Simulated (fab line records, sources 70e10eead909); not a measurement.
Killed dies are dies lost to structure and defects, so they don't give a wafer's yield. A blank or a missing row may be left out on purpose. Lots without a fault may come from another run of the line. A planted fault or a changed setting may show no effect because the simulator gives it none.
fab line records | flow nand_harc | part 2 of 2: steps 5 to 6 of 6
record lots=24 wafers=72 last_day=34
route steps=1302 shown A_STAIRCASE@712
lots that met no fault: from a run of the same line without faults
start_h: hours from the record's first day to the start of the lot's first wafer shown | wait_h: hours since the lot's step before | " the same as in the row above | L1.1+2: a row that stands for several wafers | - no value, or no start given | * or withheld: withheld | < > ~ a bound
route shown NAME@n: a module of which the file shows steps, and the number in the route of the first | usual: mean/standard deviation of fault-free wafers | same: alike in all rows | chamber/n: place in a boat | sites: the reading at each site | _std_site: their standard deviation | _edge_site: outer sites' mean less inner sites' | radius_mm: how far each site lies from the wafer's centre | mask NAME#n: copy n | behind: the tool/chamber that last shaped the wafer | hold: why the lot was held/for how many hours/how that ended | device: the transistor (n, p or np) that didn't switch | end of line: the same wafers' tests at the end of the route | a step without rows: its recipe alone | killed: dies lost to structure and defects at the first sort, not the wafer's yield | map: a wafer's dies, x killed, . not, _ none there
set.NAME: the setting as run; set.NAME@STEP: as run at that earlier step | model.NAME: the simulator's own value behind a step, which no gauge read
steps of the route over a sample of lots; a table a step, a row a wafer
services: from which hour (start_h, from the record's first day; less than 0 if before it) a tool's chamber was out of use, for how many hours, and why
## steps
# step NHARC_A_STAIRCASE_STRIP_254
# recipe power_w=1500 temp_c=250 chemistry=O2
# usual drypump_motor_current_A=5.67/0.14 heater_power_w=346/27
# columns lot.wafer tool chamber start_h wait_h drypump_motor_current_A heater_power_w rf_hours_counter_h
L075.4 plasma_asher-01 0 368.56 - 5.59 329 -
L075.6 " 1 " " 5.31 405 -
L075.5 " 0 " " 5.60 330 -
L074.1 plasma_asher-01 1 372.60 - 5.27 402 6
L074.2 " 0 " " 5.61 324 6
L074.4 " 0 " " 5.60 327 -
L076.4 plasma_asher-02 0 382.42 - 5.72 330 -
L076.3 " 1 " " 5.77 367 -
L076.5 " 1 " " 5.81 377 -
L077.1 plasma_asher-01 1 403.84 - 5.28 405 11
L077.3 " 1 " " 5.30 409 -
L077.5 " 1 " " 5.26 402 -
L079.2 plasma_asher-02 1 414.35 - 5.78 365 30
L079.4 " 0 " " 5.61 325 -
L079.6 " 1 " " 5.75 362 -
L078.3 plasma_asher-02 0 415.29 - 5.70 324 -
L078.6 " 0 " " 5.72 319 -
L078.5 " 1 " " 5.78 361 -
L080.4 plasma_asher-02 0 443.15 - 5.67 314 -
L080.5 " 1 " " 5.78 358 -
L080.6 " 0 " " 5.67 312 -
L081.1 plasma_asher-02 1 446.41 - 5.81 360 1
L081.2 " 0 " " 5.66 328 1
L081.4 " 0 " " 5.66 319 -
L082.1 plasma_asher-01 1 446.69 - 5.33 411 24
L082.3 " 0 " " 5.60 324 -
L082.5 " 1 " " 5.30 402 -
L083.4 plasma_asher-02 1 462.25 - 5.77 364 -
L083.3 " 0 " " 5.73 320 -
L083.5 " 0 " " 5.68 314 -
L084.2 plasma_asher-02 1 486.54 - 5.77 367 14
L084.4 " 1 " " 5.77 357 -
L084.6 " 0 " " 5.67 321 -
L086.1 plasma_asher-02 1 488.47 - 5.70 362 15
L086.2 " 0 " " 5.69 311 15
L086.6 " 0 " " 5.69 323 -
L085.3 plasma_asher-02 1 489.19 - 5.78 366 -
L085.5 " 0 " " 5.67 324 -
L085.6 " 1 " " 5.79 362 -
L087.2 plasma_asher-02 1 496.12 - 5.77 356 18
L087.1 " 0 " " 5.73 321 18
L087.4 " 0 " " 5.72 318 -
L088.2 plasma_asher-02 1 518.64 - 5.77 358 28
L088.6 " 1 " " 5.75 359 -
L088.5 " 0 " " 5.68 329 -
L089.2 plasma_asher-02 1 519.19 - 5.80 358 28
L089.1 " 0 " " 5.74 321 28
L089.4 " 1 " " 5.78 357 -
L091.2 plasma_asher-02 0 525.44 - 5.65 323 32
L091.1 " 1 " " 5.74 356 32
L091.4 " 1 " " 5.76 348 -
L090.3 plasma_asher-02 1 527.65 - 5.79 357 -
L090.6 " 1 " " 5.80 363 -
L090.5 " 0 " " 5.68 323 -
L093.4 plasma_asher-02 1 546.32 - 5.77 356 -
L093.6 " 0 " " 5.68 312 -
L093.5 " 1 " " 5.78 351 -
L092.1 plasma_asher-02 1 551.73 - 5.76 361 41
L092.2 " 0 " " 5.71 316 41
L092.3 " 0 " " 5.73 325 -
L094.3 plasma_asher-02 0 575.56 - 5.68 320 -
L094.5 " 1 " " 5.71 357 -
L094.6 " 0 " " 5.69 321 -
L095.2 plasma_asher-01 1 593.33 - 5.26 406 4
L095.1 " 0 " " 5.59 339 4
L095.6 " 0 " " 5.59 353 -
L096.1 plasma_asher-02 1 595.76 - 5.81 355 54
L096.2 " 0 " " 5.70 324 54
L096.6 " 1 " " 5.80 354 -
L097.4 plasma_asher-02 0 601.83 - 5.67 309 -
L097.3 " 1 " " 5.81 369 -
L097.5 " 1 " " 5.77 358 -
# step NHARC_A_STAIRCASE_HM_OPEN_457
# recipe o2_flow_sccm=400 cos_flow_sccm=20 ar_flow_sccm=0 rf_w=500 bias_w=300 chemistry=O2/COS
# usual cos_flow_sccm=20.00/0.071 drypump_motor_current_A=5.8/0.43 oes_product_au=1.001/0.011 rf_vpp_V=467/3.3 showerhead_plenum_p_Torr=3.11/0.15 throttle_valve_pct=28.329/0.0095
# columns lot.wafer tool chamber start_h wait_h cos_flow_sccm drypump_motor_current_A oes_product_au rf_hours_counter_h rf_vpp_V showerhead_plenum_p_Torr throttle_valve_pct
L075.4 rie_diel-07 2 - - 19.87 6.2 0.990 18 473 3.36 28.322
L075.5 " 0 " " 20.10 5.9 0.986 - 464 2.94 28.324
L075.6 " 1 " " 19.98 5.3 0.998 - 469 3.22 28.315
L074.1 rie_diel-07 3 - - 20.01 5.5 0.980 21 466 3.00 28.326
L074.4 " 0 " " 19.99 6.0 0.986 20 464 2.94 28.329
L074.2 " 1 " " 19.91 5.3 0.994 15 468 3.22 28.338
L076.4 rie_diel-08 2 - - 19.97 6.5 1.014 2 470 3.25 28.326
L076.3 " 3 " " 19.97 5.7 1.004 2 465 3.01 28.332
L076.5 " 2 " " 19.99 6.5 1.010 - 469 3.25 28.313
L077.3 rie_diel-07 2 - - 19.96 6.1 0.971 32 472 3.36 28.324
L077.1 " 3 " " 20.15 5.5 0.991 34 464 2.99 28.321
L077.5 " 2 " " 19.93 6.2 0.979 - 472 3.36 28.326
L079.2 rie_diel-07 1 - - 19.99 5.3 0.993 26 470 3.21 28.325
L079.4 " 2 " " 20.01 6.2 0.986 33 473 3.35 28.326
L079.6 " 2 " " 20.03 6.1 0.980 - 472 3.35 28.328
L078.3 rie_diel-08 1 - - 20.04 6.6 1.013 10 466 3.07 28.323
L078.5 " 3 " " 19.93 5.7 0.983 - 466 3.00 28.335
L078.6 " 0 " " 20.00 5.9 1.002 - 471 3.31 28.335
L080.4 rie_diel-07 0 - - 19.97 6.0 0.995 41 463 2.93 28.333
L080.6 " 2 " " 20.03 6.1 0.998 - 472 3.35 28.315
L080.5 " 3 " " 19.95 5.4 0.994 - 464 2.99 28.347
L081.4 rie_diel-08 0 - - 19.92 5.9 1.008 19 471 3.31 28.325
L081.2 " 1 " " 19.98 6.6 1.018 19 466 3.06 28.342
L081.1 " 2 " " 20.05 6.5 1.004 22 470 3.24 28.330
L082.3 rie_diel-07 3 - - 20.04 5.4 0.997 49 465 2.99 28.333
L082.1 " 0 " " 19.92 6.0 1.008 42 463 2.93 28.337
L082.5 " 2 " " 19.91 6.2 0.992 - 473 3.35 28.317
L083.3 rie_diel-08 2 - - 20.03 6.5 1.008 27 471 3.24 28.318
L083.4 " 3 " " 20.00 5.7 1.006 27 463 3.00 28.341
L083.5 " 2 " " 20.03 6.5 1.016 - 469 3.24 28.319
L084.4 rie_diel-10 0 - - 19.97 5.5 1.009 22 466 2.99 28.316
L084.2 " 1 " " 19.98 5.3 1.006 21 468 3.14 28.330
L084.6 " 3 " " 19.97 5.4 1.001 - 462 2.96 28.326
L086.2 rie_diel-07 1 - - 19.97 5.3 1.010 2 469 3.20 28.327
L086.1 " 2 " " 20.02 6.2 1.003 2 473 3.34 28.338
L086.6 " 1 " " 19.95 5.3 0.995 - 470 3.20 28.320
L085.3 rie_diel-10 0 - - 20.14 5.5 1.015 23 465 2.99 28.328
L085.6 " 3 " " 19.99 5.5 1.009 - 465 2.96 28.324
L085.5 " 0 " " 20.13 5.5 1.002 - 465 2.99 28.324
L087.2 rie_diel-07 0 - - 20.06 6.0 1.005 3 462 2.92 28.319
L087.1 " 1 " " 19.98 5.3 1.001 4 468 3.20 28.338
L087.4 " 3 " " 19.91 5.5 0.985 3 462 2.98 28.338
L088.2 rie_diel-10 1 - - 20.10 5.3 0.990 31 467 3.14 28.334
L088.6 " 0 " " 20.11 5.5 1.018 - 464 2.99 28.342
L088.5 " 1 " " 20.11 5.3 0.996 - 466 3.14 28.313
L089.2 rie_diel-08 0 - - 20.05 6.0 0.993 43 469 3.29 28.330
L089.4 " 1 " " 19.99 6.6 1.010 45 466 3.05 28.354
L089.1 " 2 " " 19.87 6.5 1.007 47 470 3.23 28.350
L091.2 rie_diel-08 3 - - 19.92 5.7 0.998 49 466 2.99 28.313
L091.1 " 0 " " 19.94 6.0 0.993 46 471 3.29 28.328
L091.4 " 2 " " 20.05 6.5 1.002 51 470 3.23 28.317
L090.3 rie_diel-10 0 - - 20.01 5.5 1.009 32 464 2.99 28.338
L090.6 " 1 " " 20.08 5.3 0.993 - 468 3.14 28.323
L090.5 " 2 " " 20.12 5.6 1.023 - 463 2.92 28.337
L093.4 rie_diel-07 0 - - 19.99 6.0 1.001 22 463 2.91 28.323
L093.5 " 0 " " 20.01 6.0 1.009 - 463 2.91 28.332
L093.6 " 1 " " 20.05 5.3 0.992 - 468 3.19 28.351
L092.2 rie_diel-07 0 - - 19.98 6.0 1.015 23 464 2.91 28.329
L092.3 " 1 " " 19.99 5.3 1.000 25 468 3.19 28.325
L092.1 " 2 " " 20.01 6.2 0.998 24 471 3.33 28.341
L094.3 rie_diel-10 0 - - 19.79 5.5 1.006 55 463 2.98 28.328
L094.5 " 3 " " 20.07 5.5 1.016 - 463 2.95 28.322
L094.6 " 0 " " 19.89 5.5 1.013 - 464 2.98 28.316
L095.1 rie_diel-07 3 - - 19.97 5.4 1.010 34 465 2.97 28.333
L095.2 " 1 " " 20.00 5.3 0.993 35 469 3.19 28.333
L095.6 " 3 " " 20.06 5.4 1.003 - 464 2.97 28.327
L096.1 rie_diel-08 1 - - 20.03 6.6 1.010 15 466 3.04 28.346
L096.2 " 3 " " 19.98 5.7 0.991 9 465 2.98 28.321
L096.6 " 1 " " 20.08 6.6 1.009 - 466 3.04 28.329
L097.4 rie_diel-08 2 - - 20.07 6.5 1.010 10 469 3.22 28.315
L097.3 " 3 " " 19.96 5.7 1.001 11 465 2.98 28.321
L097.5 " 1 " " 19.87 6.6 1.005 - 464 3.04 28.314
## services
# columns tool chamber start_h hours kind
rie_diel-10 2 339.80 16.6 repair
plasma_asher-01 - 342.46 9.0 pm
rie_diel-07 1 342.47 4.8 repair
rie_diel-07 0 353.27 - clean
rie_diel-07 1 355.11 4.6 repair
plasma_asher-02 - 355.43 8.5 repair
rie_diel-08 - 369.81 9.0 pm
rie_diel-10 1 394.34 6.8 repair
plasma_asher-02 - 407.81 1.6 repair
rie_diel-10 3 419.27 15.5 repair
rie_diel-10 - 420.36 9.0 pm
plasma_asher-02 - 426.17 9.0 pm
rie_diel-10 1 436.12 3.5 repair
plasma_asher-01 - 457.62 109.0 repair
rie_diel-07 - 473.60 9.0 pm
rie_diel-08 - 546.81 9.0 pm
plasma_asher-01 - 566.62 9.0 pm
rie_diel-08 1 569.81 4.9 repair
rie_diel-08 2 575.61 5.2 repair
rie_diel-08 3 575.88 4.1 repair
rie_diel-10 - 597.36 9.0 pm
plasma_asher-02 - 603.34 9.0 pm
rie_diel-07 3 603.48 1.4 repair
rie_diel-07 - 605.21 2.0 repair
